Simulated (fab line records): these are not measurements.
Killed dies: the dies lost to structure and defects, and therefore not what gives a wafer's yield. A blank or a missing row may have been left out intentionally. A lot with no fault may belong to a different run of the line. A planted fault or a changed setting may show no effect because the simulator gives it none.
Code-filled problem report in 8D (eight disciplines) form -- flow n5-finfet -- the parts of the form that need people (team, actions taken, sign-off) are left out

1. THE PROBLEM
Wafers without a fault read 52.0 nm with a standard deviation of 0.71, while trench-depth-nm at N5_STI_FIN_REVEAL_FIN_H_MEAS_10 averages 40.5 nm across 3 wafers of 1 lot. Measured from the usual mean, that is -16 standard deviations.
First seen on wafer L752.3, day 5 06:18, on ocd-02. At this step, 27 wafers from 9 lots have a number in the record. By rule, "out" or "out of limits" means more than 4 standard deviations away from the usual mean. Any other wafer with a number is counted as sound.

2. WHAT IT IS, AND WHAT IT ISN'T
question,is,is not
which readings at this step,trench-depth-nm,-
which lots,L752,"L741, L743, L751, L757, L761, L762, L763, L764"
which wafers of those lots,all that have a number,-
read on which gauges,ocd-02,ocd-01
when,from day 5 06:18,"up to then (9 sound wafers); but 15 sound wafers of L757, L761, L762, L763, L764 came after"

3. WHAT RULES OUT EACH SUSPECT
Counting: a tool stays on the suspect list if, at a process step up to the reading, it processed all lots that are out and no sound lot following the first of them.
- the gauge at N5_STI_FIN_REVEAL_FIN_H_MEAS_10: kept. All the wafers that are out were read on ocd-02, and no step on other tools shows them out.
- rie-si-03 at N5_FIN_CUT_CUT_ETCH_28 (etches Si in HBr/Cl2/O2, target depth 6 nm, time 2.4 s): kept. It ran the lot that is out, L752 (day 4 21:21), and no sound lot after that; its last sound lot up to then is L743 (day 2 15:44).
- vapor-etch-02 at N5_STI_FIN_REVEAL_RECESS_09 (chemistry HF/NH3, target SiO2, afs cycles 11, target depth 42.5 nm, sublimation time 60 s): ruled out as a lasting fault. After its first lot that is out, L752 (day 5 04:06), sound lots L763 ran on it.
Left after counting: rie-si-03 at N5_FIN_CUT_CUT_ETCH_28, ocd-02 at N5_STI_FIN_REVEAL_FIN_H_MEAS_10.

4. THE CAUSE (what the simulator had put in)
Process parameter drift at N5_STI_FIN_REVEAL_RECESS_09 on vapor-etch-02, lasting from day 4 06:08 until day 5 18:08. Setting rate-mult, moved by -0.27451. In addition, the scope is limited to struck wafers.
It was ruled out by counting, in error; the rule expects a fault to strike all lots run on its tool from its start on, and this fault did not.

5. SEQUENCE OF EFFECTS, ordered by route
Each row: a reading where the mean over the struck wafers with a number is more than 3 standard deviations away from the usual. Only readings whose record carries a usual standard deviation are examined. hours: median over the lots of the time between each lot's start at the first step of this table that gives one and its start at this step. sigmas: the change, counted in usual standard deviations.
hours,step,reading,usual,on struck wafers,change,sigmas
0,N5_STI_FIN_REVEAL_FIN_H_MEAS_10,trench-depth-nm,52.0 nm,40.5,-11.5,-16
Later steps that measure or inspect, where all struck wafers having a row at the step show a number for every such reading and not one has moved that far: N5_BEOL_M4_RC_MEAS_101.

6. WHAT WOULD HAVE CAUGHT IT SOONER
24 hours passed between the start of the fault at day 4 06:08 and the first reading out of limits at a measuring or inspecting step in this record, taken at day 5 06:18.
An alarm limit of 4 standard deviations would not have fired on the tool readings at N5_STI_FIN_REVEAL_RECESS_09 for which the record gives a usual standard deviation, since none of them was out on any struck wafer.
